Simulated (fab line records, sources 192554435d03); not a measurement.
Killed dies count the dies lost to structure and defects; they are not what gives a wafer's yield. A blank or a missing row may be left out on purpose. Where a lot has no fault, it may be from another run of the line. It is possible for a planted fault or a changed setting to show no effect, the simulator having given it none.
fab line records    flow n5Finfet
[record] lots = 7  wafers = 21
route steps=1938 shown MOL_CONTACT_COAG@523 BEOL_M0_SAQP@673 BEOL_M1@790 BEOL_M2@870 BEOL_M4@1023 BEOL_M6@1233
startH: the number of hours between the record's first day and the start of the first shown wafer of the lot    waitH: hours from the lot's prior step to this one    " as in the row above    L1.1+2: several wafers, shown together as one row    - either no value or no given start    * or withheld: withheld    < > ~ a bound
route shown NAME@n: NAME is a module with steps in the file, n the number in the route of the first one    usual: the fault-free wafers' mean and standard deviation    same: alike in all rows    chamber/n: place in a boat    sites: readings site by site    _std_site: standard deviation of those values    _edge_site: the outer-site mean with the inner-site mean subtracted    radiusMm: for every site, how far away it sits from the centre of the wafer    mask NAME#n: copy n    behind: the tool/chamber that last shaped the wafer    hold: what put the lot on hold/how long, in hours/how the hold closed    device: the n, p or np transistor that did not switch    end of line: the tests these same wafers got at the end of their route    step lacking rows: just its recipe    killed: the dies lost at the first sort to structure and to defects; this is not the yield of the wafer    map: dies across one wafer; x = killed, . = not, _ = none there
set.NAME: setting as actually run; set.NAME@STEP: the setting as run at that earlier step    model.NAME: the simulator's own value behind a step, which no gauge read
lots with deliberately changed settings; one table per step, one row per wafer
[[steps]]
[step N5_MOL_CONTACT_COAG_EXPOSE_05]
[recipe] maskId = CA  na = 0.33  sourceShape = annular  sigmaInner = 0.4  sigmaOuter = 0.8  polarization = unpolarized  defocusNm = 0  doseMj = 38.25
lot.wafer   tool           chamber  startH  waitH  mask  set.doseMj
L074.3+4+6  euvScanner-01  0        87.59   -      CA#0  38.25
L082.3+5    euvScanner-01  0        138.63  -      CA#0  38.25
L082.4      "              0        "       "      CA#0  35.51
L084.2+5+6  euvScanner-02  0        151.94  -      CA#0  38.25
L087.2+3    euvScanner-01  0        169.27  -      CA#0  38.25
L087.4      "              0        "       "      CA#0  39.09
L089.3+6    euvScanner-02  0        180.05  -      CA#0  38.99
L089.4      "              0        "       "      CA#0  38.25
L096.1+6    euvScanner-02  0        221.27  -      CA#0  39.85
L096.2      "              0        "       "      CA#0  38.25
L097.4+6    euvScanner-01  0        225.88  -      CA#0  36.71
L097.5      "              0        "       "      CA#0  38.25
[step N5_MOL_CONTACT_COAG_PEB_06]
[recipe] pebTempC = 100  pebTimeS = 60  resist = CAR-EUV
[step N5_MOL_CONTACT_COAG_DEVELOP_07]
[recipe] developTimeS = 30  developer = TMAH  resist = CAR-EUV  rinseLiquid = surfactantRinse  dry = airSpin  devTempC = 23
[step N5_MOL_CONTACT_COAG_CD_MEAS_08]
[recipe] targetCdNm = 28  landingEnergyEv = 500  detector = seInlens  polarity = opening
[usual] cdNm = 28.1/0.33
lot.wafer  tool      chamber  startH  waitH  set.doseMj@MOL_CONTACT_COAG_EXPOSE_05  cdNm
L074.3     cdSem-01  0        87.71   -      38.25                                  27.9
L074.4     "         0        "       "      38.25                                  27.9
L074.6     "         0        "       "      38.25                                  28.1
L082.3     cdSem-02  0        138.75  -      38.25                                  28.0
L082.4     "         0        "       "      35.51                                  26.6
L082.5     "         0        "       "      38.25                                  28.4
L084.2     cdSem-01  0        152.07  -      38.25                                  27.9
L084.5     "         0        "       "      38.25                                  27.7
L084.6     "         0        "       "      38.25                                  27.7
L087.2     cdSem-02  0        169.39  -      38.25                                  28.2
L087.3     "         0        "       "      38.25                                  28.0
L087.4     "         0        "       "      39.09                                  29.0
L089.3     cdSem-03  0        180.17  -      38.99                                  29.0
L089.4     "         0        "       "      38.25                                  27.9
L089.6     "         0        "       "      38.99                                  28.7
L096.1     cdSem-01  0        221.40  -      39.85                                  29.2
L096.2     "         0        "       "      38.25                                  28.1
L096.6     "         0        "       "      39.85                                  28.8
L097.4     cdSem-03  0        225.99  -      36.71                                  27.1
L097.5     "         0        "       "      38.25                                  28.1
L097.6     "         0        "       "      36.71                                  26.7
[step N5_MOL_CONTACT_COAG_DESCUM_13]
[recipe] chemistry = O2  timeS = 7  sourcePowerW = 50  biasPowerW = 20  pressureMtorr = 20  rfFrequencyHz = 2.712e+07  tempC = 40  resist = CAR-EUV  o2FlowSccm = 225
[step N5_MOL_CONTACT_COAG_ETCH_59]
[recipe] chemistry = N2/H2  target = underlayer  targetDepthA = 130  maskMaterial = CAR-EUV  timeS = 10.4  ionEnergyEv = 200  pressureMtorr = 30  sourceW = 840  biasW = 150  n2FlowSccm = 200  h2FlowSccm = 200  ends = cleared
lot.wafer  tool        chamber  startH  waitH  set.doseMj@MOL_CONTACT_COAG_EXPOSE_05  model.MOL_CONTACT_COAG.cdOffsetNm
L074.3     rieDiel-03  0        87.91   0.0    38.25                                  0
L074.4+6   "           2        "       "      38.25                                  -0.2
L082.3+5   rieDiel-06  2,1      138.91  0.0    38.25                                  0.2
L082.4     "           1        "       "      35.51                                  -1.6
L084.2+6   rieDiel-02  3,1      152.34  0.0    38.25                                  -0.2
L084.5     "           0        "       "      38.25                                  0.2
L087.2     rieDiel-03  1        169.55  0.0    38.25                                  0.4
L087.3     "           3        "       "      38.25                                  0
L087.4     "           0        "       "      39.09                                  0.8
L089.3+6   rieDiel-03  1,0      182.02  0.0    38.99                                  0.6
L089.4     "           2        "       "      38.25                                  0
L096.1+6   rieDiel-03  3,2      221.56  0.0    39.85                                  0.6
L096.2     "           2        "       "      38.25                                  0
L097.4+6   rieDiel-06  0        226.28  0.0    36.71                                  -1
L097.5     "           1        "       "      38.25                                  0
[step N5_MOL_CONTACT_COAG_ETCH_105]
[recipe] chemistry = CF4  target = SiARC  targetDepthA = 156  maskMaterial = CAR-EUV  timeS = 26  ionEnergyEv = 80  pressureMtorr = 40  sourceW = 545  biasW = 36  Ar_flow_sccm = 100  cf4FlowSccm = 100  ends = cleared
lot.wafer  tool        chamber  startH  waitH  set.doseMj@MOL_CONTACT_COAG_EXPOSE_05  model.MOL_CONTACT_COAG.cdOffsetNm
L074.3+6   rieDiel-03  0,2      87.93   0.0    38.25                                  0
L074.4     "           2        "       "      38.25                                  -0.2
L082.3     rieDiel-06  2        138.93  0.0    38.25                                  0.2
L082.4     "           1        "       "      35.51                                  -1.6
L082.5     "           1        "       "      38.25                                  0.4
L084.2+5   rieDiel-02  3,0      152.36  0.0    38.25                                  0.2
L084.6     "           1        "       "      38.25                                  -0.2
L087.2     rieDiel-03  1        169.57  0.0    38.25                                  0.2
L087.3     "           3        "       "      38.25                                  0
L087.4     "           0        "       "      39.09                                  0.8
L089.3     rieDiel-03  1        182.04  0.0    38.99                                  0.6
L089.4     "           2        "       "      38.25                                  0
L089.6     "           0        "       "      38.99                                  0.4
L096.1     rieDiel-03  3        221.58  0.0    39.85                                  0.6
L096.2     "           2        "       "      38.25                                  0.2
L096.6     "           2        "       "      39.85                                  0.8
L097.4     rieDiel-06  0        226.30  0.0    36.71                                  -1
L097.5     "           1        "       "      38.25                                  0.2
L097.6     "           0        "       "      36.71                                  -0.8
[step N5_MOL_CONTACT_COAG_ETCH_106]
[recipe] chemistry = N2/H2  target = SOC  targetDepthA = 800  overetchA = 160  maskMaterial = SiARC  tempC = 40  timeS = 120  ionEnergyEv = 200  pressureMtorr = 30  sourceW = 840  biasW = 150  n2FlowSccm = 200  h2FlowSccm = 200
[step N5_MOL_CONTACT_COAG_STRIP_107]
[recipe] chemistry = N2/H2  tempC = 40  n2FlowSccm = 200  h2FlowSccm = 200  rfFrequencyHz = 6e+07
[step N5_MOL_CONTACT_COAG_CONTACT_ETCH_14]
[recipe] chemistry = C4F6/O2  target = SiO2  targetDepthA = 275  overetchA = 85  maskMaterial = SOC  pressureMtorr = 30  sourceW = 370  biasW = 185  Ar_flow_sccm = 300  C4F6_flow_sccm = 16  O2_flow_sccm = 10  timeS = 20  ionEnergyEv = 259.6
[step N5_MOL_CONTACT_COAG_STRIP_109]
[recipe] chemistry = C4F6/O2  resist = SiARC  rfFrequencyHz = 6e+07
[step N5_MOL_CONTACT_COAG_ETCH_15]
[recipe] chemistry = CH3F/O2  target = SiNx  targetDepthA = 70  maskMaterial = SOC  stopOn = Si:P  overEtchFrac = 0.75  ionEnergyEv = 120  pressureMtorr = 30  sourceW = 395  biasW = 73  Ar_flow_sccm = 150  CH3F_flow_sccm = 30  O2_flow_sccm = 20
lot.wafer  tool        chamber  startH  waitH  set.doseMj@MOL_CONTACT_COAG_EXPOSE_05  model.MOL_CONTACT_COAG.cdOffsetNm
L074.3     rieDiel-03  0        88.09   0.0    38.25                                  0
L074.4+6   "           2        "       "      38.25                                  -0.2
L082.3     rieDiel-06  2        139.09  0.0    38.25                                  0
L082.4     "           1        "       "      35.51                                  -1.4
L082.5     "           1        "       "      38.25                                  0.2
L084.2+5   rieDiel-02  3,0      152.52  0.0    38.25                                  0.2
L084.6     "           1        "       "      38.25                                  -0.4
L087.2     rieDiel-03  1        169.73  0.0    38.25                                  0.4
L087.3     "           3        "       "      38.25                                  0
L087.4     "           0        "       "      39.09                                  1
L089.3     rieDiel-03  1        182.20  0.0    38.99                                  0.4
L089.4     "           2        "       "      38.25                                  0.2
L089.6     "           0        "       "      38.99                                  0.6
L096.1     rieDiel-03  3        221.74  0.0    39.85                                  0.2
L096.2     "           2        "       "      38.25                                  0
L096.6     "           2        "       "      39.85                                  0.8
L097.4     rieDiel-06  0        226.46  0.0    36.71                                  -0.8
L097.5     "           1        "       "      38.25                                  -0.2
L097.6     "           0        "       "      36.71                                  -0.6
[step N5_MOL_CONTACT_COAG_ETCH_110]
[recipe] chemistry = CF4/O2  target = Si  targetDepthA = 25  timeS = 8  pressureMtorr = 100  sourceW = 200  biasW = 12  ionEnergyEv = 60  Ar_flow_sccm = 100  cf4FlowSccm = 100  O2_flow_sccm = 10
[step N5_MOL_CONTACT_COAG_STRIP_98]
[recipe] chemistry = N2/H2  powerW = 500  tempC = 40  pressureMtorr = 50  rfFrequencyHz = 6e+07  overashFraction = 0.3  biasPowerW = 8  h2Frac = 0.5  n2FlowSccm = 300  h2FlowSccm = 300
[step N5_MOL_CONTACT_COAG_CD_MEAS_99]
[recipe] targetCdNm = 17.2  polarity = opening
[usual] cdNm = 17.4/0.51
lot.wafer  tool      chamber  startH  waitH  set.doseMj@MOL_CONTACT_COAG_EXPOSE_05  cdNm
L074.3     cdSem-01  -        88.27   -      38.25                                  17.5
L074.4     "         -        "       "      38.25                                  17.2
L074.6     "         -        "       "      38.25                                  17.0
L082.3     cdSem-03  -        139.27  -      38.25                                  17.3
L082.4     "         -        "       "      35.51                                  15.9
L082.5     "         -        "       "      38.25                                  17.5
L084.2     cdSem-03  -        152.70  -      38.25                                  17.2
L084.5     "         -        "       "      38.25                                  17.6
L084.6     "         -        "       "      38.25                                  16.8
L087.2     cdSem-01  -        169.91  -      38.25                                  17.2
L087.3     "         -        "       "      38.25                                  16.9
L087.4     "         -        "       "      39.09                                  18.4
L089.3     cdSem-02  -        182.39  -      38.99                                  17.5
L089.4     "         -        "       "      38.25                                  17.2
L089.6     "         -        "       "      38.99                                  17.7
L096.1     cdSem-01  -        221.92  -      39.85                                  17.5
L096.2     "         -        "       "      38.25                                  17.0
L096.6     "         -        "       "      39.85                                  18.1
L097.4     cdSem-03  -        226.64  -      36.71                                  16.1
L097.5     "         -        "       "      38.25                                  17.2
L097.6     "         -        "       "      36.71                                  16.4
[step N5_BEOL_M0_SAQP_ETCH_107]
[recipe] chemistry = CH3F/O2  target = SiNx  targetDepthA = 300  maskMaterial = SOC  pressureMtorr = 30  sourceW = 395  biasW = 73  Ar_flow_sccm = 150  CH3F_flow_sccm = 30  O2_flow_sccm = 20  ionEnergyEv = 120
[usual] rfVppV = 297/6.3
lot.wafer  tool        chamber  startH  waitH  set.biasW  rfVppV  model.BEOL_M0_SAQP.featureDepthNm
L074.3     rieDiel-05  3        114.69  0.0    73         293     29.6
L074.4     "           3        "       "      73         295     29.4
L074.6     "           1        "       "      73         293     29.6
L082.3     rieDiel-04  0        160.22  0.0    62.15      258     28.2
L082.4     "           2        "       "      73         292     30.4
L082.5     "           0        "       "      73         293     29.6
L084.2     rieDiel-05  2        172.05  0.0    73         308     29.8
L084.5     "           1        "       "      73         292     29.8
L084.6     "           2        "       "      73         308     30.2
L087.2     rieDiel-04  0        193.76  0.0    73         295     30
L087.3     "           1        "       "      60.28      259     28.8
L087.4     "           0        "       "      60.28      253     28
L089.3     rieDiel-04  0        204.47  0.0    84.33      330     31.4
L089.4     "           2        "       "      73         293     31
L089.6     "           1        "       "      73         302     31
L096.1     rieDiel-01  3        242.78  0.1    84.51      324     31.4
L096.2     "           1        "       "      84.51      337     30.6
L096.6     "           1        "       "      73         301     29.2
L097.4     rieDiel-04  3        246.85  0.0    63.99      277     29.4
L097.5     "           1        "       "      73         301     30.2
L097.6     "           2        "       "      63.99      261     29
[step N5_BEOL_M1_ETCH_77]
[recipe] chemistry = N2/H2  target = underlayer  targetDepthA = 65  maskMaterial = CAR-EUV  timeS = 5.2  ionEnergyEv = 200  pressureMtorr = 30  sourceW = 840  biasW = 150  n2FlowSccm = 200  h2FlowSccm = 200  ends = cleared
[usual] rfVppV = 525.1/2.2
lot.wafer  tool        chamber  startH  waitH  set.sourceW  rfVppV
L074.3     rieDiel-01  3        124.56  0.0    920.4        507.9
L074.4     "           1        "       "      840          526.8
L074.6     "           1        "       "      840          528.4
L082.3     rieDiel-01  0        180.38  0.0    920.2        509.5
L082.4     "           1        "       "      840          527.8
L082.5     "           1        "       "      920.2        512.8
L084.2     rieDiel-01  0        182.82  0.0    840          524.5
L084.5     "           0        "       "      840          523.6
L084.6     "           3        "       "      840          523.3
L087.2     rieDiel-04  0        204.59  0.0    840          527.1
L087.3     "           1        "       "      840          527.9
L087.4     "           1        "       "      982.2        499.9
L089.3     rieDiel-05  3        216.26  0.0    735.8        549.3
L089.4     "           2        "       "      735.8        549.2
L089.6     "           0        "       "      735.8        548.6
L096.1     rieDiel-04  0        255.55  0.0    795.8        535.1
L096.2     "           3        "       "      840          523.4
L096.6     "           2        "       "      840          525.7
L097.4     rieDiel-05  3        260.19  0.0    840          525.5
L097.5     "           2        "       "      840          526.4
L097.6     "           3        "       "      840          524.3
[step N5_BEOL_M1_TRENCH_ETCH_37]
[recipe] chemistry = C4F6/O2  targetDepthA = 552.07  target = SiOC  timeS = 29  ionEnergyEv = 250  pressureMtorr = 30  sourceW = 355  biasW = 185  Ar_flow_sccm = 300  C4F6_flow_sccm = 10  O2_flow_sccm = 10
lot.wafer  tool        chamber  startH  waitH  set.sourceW  model.etch.depthNm  model.BEOL_M1.featureDepthNm
L074.3     rieDiel-04  0        -       -      355          54.44               54.4
L074.4     "           1        "       "      416.1        60.14               60.2
L074.6     "           3        "       "      416.1        61.01               61
L082.3     rieDiel-04  3        -       -      329.2        55                  55
L082.4     "           1        "       "      329.2        54.29               54.2
L082.5     "           1        "       "      329.2        54.52               54.6
L084.2     rieDiel-05  2        -       -      355          54.97               55
L084.5     "           3        "       "      355          52.04               52
L084.6     "           2        "       "      355          55.27               55.2
L087.2     rieDiel-04  1        -       -      355          55.65               55.6
L087.3     "           2        "       "      355          55.87               55.8
L087.4     "           1        "       "      355          55.99               56
L089.3     rieDiel-04  1        -       -      355          56.07               56
L089.4     "           0        "       "      355          54.79               54.8
L089.6     "           3        "       "      381.1        59.21               59.2
L096.1     rieDiel-01  0        -       -      355          54.17               54.2
L096.2     "           1        "       "      391.3        55.97               56
L096.6     "           0        "       "      355          54.32               54.4
L097.4     rieDiel-01  2        -       -      355          55.43               55.4
L097.5     "           3        "       "      355          55.03               55
L097.6     "           2        "       "      355          55.32               55.4
[step N5_BEOL_M1_ETCH_41]
[recipe] chemistry = CH3F/O2  target = SiCN  targetDepthA = 319  taperDeg = 2  timeS = 57.8  ionEnergyEv = 120  maskMaterial = TiN  pressureMtorr = 30  sourceW = 395  biasW = 75  Ar_flow_sccm = 150  CH3F_flow_sccm = 30  O2_flow_sccm = 20
[step N5_BEOL_M1_STRIP_97]
[recipe] chemistry = N2/H2  timeS = 10  powerW = 450  tempC = 40  pressureMtorr = 20  rfFrequencyHz = 6e+07  biasPowerW = 7  n2FlowSccm = 200  h2FlowSccm = 200
[step N5_BEOL_M1_OCD_MEAS_38]
[usual] trenchDepthNm = 55.4/1.2
lot.wafer  tool    chamber  startH  waitH  set.sourceW@BEOL_M1_TRENCH_ETCH_37  trenchDepthNm
L074.3     ocd-01  -        125.19  -      355                                 54.5
L074.4     "       -        "       "      416.1                               60.4
L074.6     "       -        "       "      416.1                               61.6
L082.3     ocd-02  -        181.58  -      329.2                               55.4
L082.4     "       -        "       "      329.2                               54.8
L082.5     "       -        "       "      329.2                               54.7
L084.2     ocd-02  -        184.38  -      355                                 54.6
L084.5     "       -        "       "      355                                 52.1
L084.6     "       -        "       "      355                                 55.3
L087.2     ocd-01  -        207.75  -      355                                 55.7
L087.3     "       -        "       "      355                                 56.0
L087.4     "       -        "       "      355                                 56.5
L089.3     ocd-01  -        217.54  -      355                                 55.6
L089.4     "       -        "       "      355                                 55.0
L089.6     "       -        "       "      381.1                               59.5
L096.1     ocd-01  -        258.88  -      355                                 54.0
L096.2     "       -        "       "      391.3                               55.7
L096.6     "       -        "       "      355                                 54.8
L097.4     ocd-01  -        261.98  -      355                                 55.5
L097.5     "       -        "       "      355                                 55.1
L097.6     "       -        "       "      355                                 55.3
[step N5_BEOL_M2_COAT_22]
[recipe] resist = CAR-EUV  spinRpm = 1500  resistThkNm = 30
lot.wafer   tool           chamber  startH  waitH  set.spinRpm  model.CAR-EUV_of_BEOL_M2_COAT_22.thkNm
L074.3      lithoTrack-02  0        -       -      1651         28.8
L074.4      "              0        "       "      1651         28.6
L074.6      "              0        "       "      1500         30
L082.3      lithoTrack-02  0        -       -      1500         30
L082.4+5    "              0        "       "      1500         30.2
L084.2+5+6  lithoTrack-02  0        -       -      1500         30
L087.2      lithoTrack-03  0        -       -      1500         30
L087.3+4    "              0        "       "      1617         29
L089.3+4    lithoTrack-05  0        -       -      1500         30.2
L089.6      "              0        "       "      1380         31.4
L096.1      lithoTrack-03  0        -       -      1360         31.6
L096.2+6    "              0        "       "      1500         29.8
L097.4+6    lithoTrack-05  0        -       -      1384         31.2
L097.5      "              0        "       "      1500         29.8
[step N5_BEOL_M4_PECVD_72]
[recipe] material = SiO2  targetThkA = 160  tempC = 400  precursor = TEOS/O2  pressureTorr = 5.5  rfW = 450  teosFlowSccm = 53.8  gas = O2  flowSccm = 3000  timeS = 18
lot.wafer  tool      chamber  startH  waitH  set.timeS  model.SiO2_of_BEOL_M4_PECVD_72.thkNm
L074.3     pecvd-04  2        153.54  0.0    19.65      17.2
L074.4     "         1        "       "      18         15.6
L074.6     "         2        "       "      18         15.8
L082.3     pecvd-04  0        210.39  0.0    18         15.6
L082.4+5   "         2,0      "       "      18         16
L084.2+6   pecvd-03  1,0      214.82  0.0    18         15.6
L084.5     "         1        "       "      18         15.8
L087.2     pecvd-03  1        229.09  0.0    20.46      17.8
L087.3     "         0        "       "      20.46      18
L087.4     "         1        "       "      18         16
L089.3+4   pecvd-04  2        245.82  0.0    19.4       17.4
L089.6     "         1        "       "      18         15.8
L096.1     pecvd-02  2        286.95  0.0    18         16.2
L096.2     "         1        "       "      19.87      17.2
L096.6     "         1        "       "      18         15.8
L097.4     pecvd-04  2        287.90  0.1    16.65      14.8
L097.5     "         1        "       "      18         15.6
L097.6     "         0        "       "      18         16
[step N5_BEOL_M4_COAT_62]
[recipe] resist = SiARC  tempC = 220  timeS = 60  spinRpm = 1500  resistThkNm = 12
lot.wafer   tool           chamber  startH  waitH  set.spinRpm  model.SiARC_of_BEOL_M4_COAT_62.thkNm
L074.3+4    lithoTrack-04  0        -       -      1643         11.6
L074.6      "              0        "       "      1643         11.4
L082.3+5    lithoTrack-05  0        -       -      1500         12
L082.4      "              0        "       "      1380         12.4
L084.2+5+6  lithoTrack-03  0        -       -      1500         12
L087.2      lithoTrack-05  0        -       -      1646         11.4
L087.3+4    "              0        "       "      1500         12
L089.3+4+6  lithoTrack-04  0        -       -      1500         12
L096.1+2    lithoTrack-05  0        -       -      1500         12
L096.6      "              0        "       "      1667         11.4
L097.4+6    lithoTrack-03  0        -       -      1500         12
L097.5      "              0        "       "      1575         11.8
[step N5_BEOL_M4_COAT_73]
[recipe] resist = underlayer  tempC = 205  timeS = 60  spinRpm = 1500  resistThkNm = 5
[step N5_BEOL_M4_COAT_05]
[recipe] resist = CAR-EUV  spinRpm = 1500  resistThkNm = 30
[step N5_BEOL_M4_DESCUM_16]
[recipe] chemistry = O2  timeS = 7  sourcePowerW = 50  biasPowerW = 20  pressureMtorr = 20  rfFrequencyHz = 2.712e+07  tempC = 40  resist = CAR-EUV  o2FlowSccm = 225
[step N5_BEOL_M4_ETCH_74]
[recipe] chemistry = N2/H2  target = underlayer  targetDepthA = 65  maskMaterial = CAR-EUV  timeS = 5.2  ionEnergyEv = 200  pressureMtorr = 30  sourceW = 840  biasW = 150  n2FlowSccm = 200  h2FlowSccm = 200  ends = cleared
[step N5_BEOL_M4_ETCH_63]
[recipe] chemistry = CF4  target = SiARC  targetDepthA = 156  maskMaterial = CAR-EUV  timeS = 26  ionEnergyEv = 80  pressureMtorr = 40  sourceW = 545  biasW = 36  Ar_flow_sccm = 100  cf4FlowSccm = 100  ends = cleared
lot.wafer  tool        chamber  startH  waitH  set.spinRpm@BEOL_M4_COAT_62  model.etch.depthNm
L074.3+4   rieDiel-02  3,2      154.90  0.0    1643                         11.52
L074.6     "           3        "       "      1643                         11.5
L082.3     rieDiel-06  1        211.17  0.0    1500                         12.02
L082.4     "           2        "       "      1380                         12.48
L082.5     "           2        "       "      1500                         12
L084.2     rieDiel-03  1        216.26  0.0    1500                         11.99
L084.5     "           1        "       "      1500                         11.96
L084.6     "           3        "       "      1500                         12.01
L087.2     rieDiel-03  1        229.88  0.0    1646                         11.43
L087.3     "           1        "       "      1500                         11.97
L087.4     "           3        "       "      1500                         11.96
L089.3     rieDiel-03  1        247.22  0.0    1500                         12.01
L089.4+6   "           3,1      "       "      1500                         12.03
L096.1     rieDiel-03  1        287.98  0.0    1500                         11.95
L096.2     "           0        "       "      1500                         11.97
L096.6     "           0        "       "      1667                         11.34
L097.4     rieDiel-02  3        290.78  0.0    1500                         12.07
L097.5     "           0        "       "      1575                         11.77
L097.6     "           1        "       "      1500                         12.03
[step N5_BEOL_M6_ETCH_66]
[recipe] chemistry = N2/H2  target = SOC  targetDepthA = 800  overetchA = 160  maskMaterial = SiARC  tempC = 40  timeS = 120  ionEnergyEv = 200  pressureMtorr = 30  sourceW = 840  biasW = 150  n2FlowSccm = 200  h2FlowSccm = 200
[usual] rfVppV = 523.0/2.1
lot.wafer  tool        chamber  startH  waitH  set.sourceW  rfVppV
L074.3     rieDiel-03  0        179.65  0.0    840          527.0
L074.4     "           1        "       "      840          521.6
L074.6     "           2        "       "      767.7        540.3
L082.3     rieDiel-03  2        236.86  0.0    840          524.6
L082.4     "           1        "       "      840          521.9
L082.5     "           2        "       "      840          524.4
L084.2     rieDiel-06  0        240.13  0.0    840          521.2
L084.5     "           0        "       "      840          522.1
L084.6     "           3        "       "      840          520.5
L087.2     rieDiel-03  2        264.37  0.0    840          526.0
L087.3     "           1        "       "      708.4        551.0
L087.4     "           0        "       "      708.4        556.3
L089.3     rieDiel-06  1        275.10  0.0    840          525.0
L089.4     "           0        "       "      840          522.6
L089.6     "           2        "       "      840          524.5
L096.1     rieDiel-02  1        317.57  0.0    963          496.6
L096.2     "           2        "       "      963          499.2
L096.6     "           1        "       "      963          497.7
L097.4     rieDiel-03  1        317.99  0.0    840          519.9
L097.5     "           1        "       "      947.9        499.5
L097.6     "           0        "       "      840          526.8
[[key]]
[split] step = N5_MOL_CONTACT_COAG_EXPOSE_05  setting = doseMj  stated = 38.25  by = wafer
[response] step = N5_MOL_CONTACT_COAG_CD_MEAS_08  reading = cdNm  change = +0.253  per = 1%  r = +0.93
[response] step = N5_MOL_CONTACT_COAG_ETCH_59  reading = model.MOL_CONTACT_COAG.cdOffsetNm  change = +0.234  per = 1%  r = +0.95
[response] step = N5_MOL_CONTACT_COAG_ETCH_105  reading = model.MOL_CONTACT_COAG.cdOffsetNm  change = +0.242  per = 1%  r = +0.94
[response] step = N5_MOL_CONTACT_COAG_ETCH_15  reading = model.MOL_CONTACT_COAG.cdOffsetNm  change = +0.184  per = 1%  r = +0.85
[response] step = N5_MOL_CONTACT_COAG_CD_MEAS_99  reading = cdNm  change = +0.236  per = 1%  r = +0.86
[split] step = N5_BEOL_M0_SAQP_ETCH_107  setting = biasW  stated = 73  by = wafer
[response] step = N5_BEOL_M0_SAQP_ETCH_107  reading = rfVppV  change = +2.2  per = 1%  r = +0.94
[response] step = N5_BEOL_M0_SAQP_ETCH_107  reading = model.BEOL_M0_SAQP.featureDepthNm  change = +0.0871  per = 1%  r = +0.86
[split] step = N5_BEOL_M1_ETCH_77  setting = sourceW  stated = 840  by = wafer
[response] step = N5_BEOL_M1_ETCH_77  reading = rfVppV  change = -1.75  per = 1%  r = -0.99
[split] step = N5_BEOL_M1_TRENCH_ETCH_37  setting = sourceW  stated = 355  by = wafer
[response] step = N5_BEOL_M1_TRENCH_ETCH_37  reading = model.etch.depthNm  change = +0.332  per = 1%  r = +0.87
[response] step = N5_BEOL_M1_TRENCH_ETCH_37  reading = model.BEOL_M1.featureDepthNm  change = +0.334  per = 1%  r = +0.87
[response] step = N5_BEOL_M1_OCD_MEAS_38  reading = trenchDepthNm  change = +0.343  per = 1%  r = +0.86
[split] step = N5_BEOL_M2_COAT_22  setting = spinRpm  stated = 1500  by = wafer
[response] step = N5_BEOL_M2_COAT_22  reading = model.CAR-EUV_of_BEOL_M2_COAT_22.thkNm  change = -0.156  per = 1%  r = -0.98
[split] step = N5_BEOL_M4_PECVD_72  setting = timeS  stated = 18  by = wafer
[response] step = N5_BEOL_M4_PECVD_72  reading = model.SiO2_of_BEOL_M4_PECVD_72.thkNm  change = +0.146  per = 1%  r = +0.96
[split] step = N5_BEOL_M4_COAT_62  setting = spinRpm  stated = 1500  by = wafer
[response] step = N5_BEOL_M4_COAT_62  reading = model.SiARC_of_BEOL_M4_COAT_62.thkNm  change = -0.0543  per = 1%  r = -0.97
[response] step = N5_BEOL_M4_ETCH_63  reading = model.etch.depthNm  change = -0.0562  per = 1%  r = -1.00
[split] step = N5_BEOL_M6_ETCH_66  setting = sourceW  stated = 840  by = wafer
[response] step = N5_BEOL_M6_ETCH_66  reading = rfVppV  change = -1.81  per = 1%  r = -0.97
